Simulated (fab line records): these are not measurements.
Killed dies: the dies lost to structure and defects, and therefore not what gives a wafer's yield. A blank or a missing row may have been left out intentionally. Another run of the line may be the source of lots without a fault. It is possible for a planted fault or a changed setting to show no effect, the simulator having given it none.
Matching of chambers | flow nand_harc | pecvd-04 running NHARC_A_M0_PRE_CLEAN_31: 3 sister chambers
The step time 12 s. 14 wafers are shown with their chamber, then 7 later ones without.

== EACH WAFER AND ITS CHAMBER ==
wafer  | chamber | heater_power_w (W) | heater_power_outer_w (W)
L320.2 | 1       | 842                | 523
L320.3 | 2       | 573                | 369
L320.6 | 1       | 838                | 526
L319.1 | 0       | 499                | 299
L319.3 | 2       | 538                | 338
L319.6 | 1       | 726                | 459
L324.1 | 2       | 560                | 360
L324.4 | 0       | 439                | 245
L324.6 | 1       | 837                | 550
L326.1 | 0       | 521                | 308
L326.3 | 2       | 525                | 325
L326.4 | 0       | 526                | 302
L335.1 | 1       | 846                | 537
L335.2 | 2       | 490                | 297

SIGNATURES (averages over the wafers above)
reading              | chamber 0 | chamber 1 | chamber 2 | scatter within a chamber
heater_power_w       | 496.25    | 817.80    | 537.20    | 42.2
heater_power_outer_w | 288.50    | 519.00    | 337.80    | 31.3
Rule: for each reading, subtract the chamber's mean from the wafer's reading, divide by that reading's scatter and square the result; add these up over the readings and take the root, which gives the wafer's distance from the chamber. The wafer belongs to the nearest chamber; if the next one is less than 2 further off, it can't be placed. The scatter: the root of (the sum of the squares of (reading less its chamber's mean) over the shown wafers, divided by (wafers less chambers)).

== WAFERS WITH NO CHAMBER GIVEN ==
wafer  | heater_power_w (W) | heater_power_outer_w (W)
L335.4 | 482                | 295
L338.1 | 500                | 305
L338.2 | 787                | 510
L338.3 | 501                | 296
L342.1 | 806                | 526
L342.3 | 526                | 328
L342.6 | 527                | 331

== THE CHAMBER EACH PASSED THROUGH ==
wafer  | from the rows above     | in truth
L335.4 | can't be placed: 0 or 2 | 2
L338.1 | can't be placed: 0 or 2 | 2
L338.2 | 1                       | 1
L338.3 | can't be placed: 0 or 2 | 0
L342.1 | 1                       | 1
L342.3 | can't be placed: 2 or 0 | 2
L342.6 | can't be placed: 2 or 0 | 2
2 of 7 placed correctly. These rows do not allow placing 5 (true chamber among the candidates in 5). Wrongly placed: 0.
